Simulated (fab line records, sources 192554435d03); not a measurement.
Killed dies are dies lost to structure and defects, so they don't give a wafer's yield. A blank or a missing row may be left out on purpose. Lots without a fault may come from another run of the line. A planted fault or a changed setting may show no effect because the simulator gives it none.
Chamber matching | flow n5_finfet | N5_BEOL_M4_ETCH_69 on rie_diel-06: 4 sister chambers
The step etches SiARC in CF4, target depth 15.6 nm, time 26 s. 16 wafers are shown with their chamber, then 8 later ones without.

WAFERS WITH THEIR CHAMBER
wafer  | chamber | showerhead_plenum_p_Torr (Torr) | throttle_valve_pct (%) | oes_product_au (a.u.)
L075.3 | 2       | 2.04                            | 16.2                   | 0.60
L075.4 | 0       | 2.27                            | 15.3                   | 0.78
L075.6 | 2       | 2.04                            | 16.2                   | 0.60
L074.2 | 1       | 2.11                            | 15.7                   | 0.58
L074.5 | 1       | 2.11                            | 15.7                   | 0.58
L074.6 | 0       | 2.27                            | 15.2                   | 0.77
L078.1 | 3       | 2.20                            | 15.9                   | 0.59
L078.5 | 3       | 2.20                            | 15.9                   | 0.59
L078.6 | 0       | 2.26                            | 15.3                   | 0.76
L085.1 | 0       | 2.26                            | 15.3                   | 0.74
L085.3 | 2       | 2.04                            | 16.2                   | 0.60
L085.4 | 0       | 2.26                            | 15.3                   | 0.75
L086.2 | 2       | 2.04                            | 16.2                   | 0.59
L086.4 | 2       | 2.04                            | 16.3                   | 0.59
L086.5 | 3       | 2.20                            | 15.9                   | 0.59
L087.1 | 0       | 2.26                            | 15.3                   | 0.74

SIGNATURES (means of the wafers above)
reading                  | chamber 0 | chamber 1 | chamber 2 | chamber 3 | scatter within a chamber
showerhead_plenum_p_Torr | 2.2633    | 2.1100    | 2.0400    | 2.2000    | 0.00333
throttle_valve_pct       | 15.283    | 15.700    | 16.220    | 15.900    | 0.0369
oes_product_au           | 0.7567    | 0.5800    | 0.5960    | 0.5900    | 0.011
Rule: a wafer's distance from a chamber is the root of the sum, over the readings, of the square of ((its reading less the chamber's mean) divided by the reading's scatter). The wafer belongs to the nearest chamber; if the next one is less than 2 further off, it can't be placed. The scatter: the root of (the sum of the squares of (reading less its chamber's mean) over the shown wafers, divided by (wafers less chambers)).

WAFERS WITHOUT THEIR CHAMBER
wafer  | showerhead_plenum_p_Torr (Torr) | throttle_valve_pct (%) | oes_product_au (a.u.)
L087.4 | 2.04                            | 16.3                   | 0.59
L087.5 | 2.04                            | 16.3                   | 0.59
L091.2 | 2.20                            | 15.9                   | 0.59
L091.5 | 2.04                            | 16.3                   | 0.58
L091.6 | 2.20                            | 15.9                   | 0.58
L097.2 | 2.25                            | 15.3                   | 0.73
L097.3 | 2.29                            | 15.8                   | 0.87
L097.5 | 2.29                            | 15.8                   | 0.87

WHICH CHAMBER EACH WENT THROUGH
wafer  | from the rows above | in truth
L087.4 | 2                   | 2
L087.5 | 2                   | 2
L091.2 | 3                   | 3
L091.5 | 2                   | 2
L091.6 | 3                   | 3
L097.2 | 0                   | 0
L097.3 | 0                   | 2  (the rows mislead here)
L097.5 | 0                   | 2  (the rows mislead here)
Placed correctly: 6 of 8. Can't be placed from these rows: 0. Placed wrongly: 2.
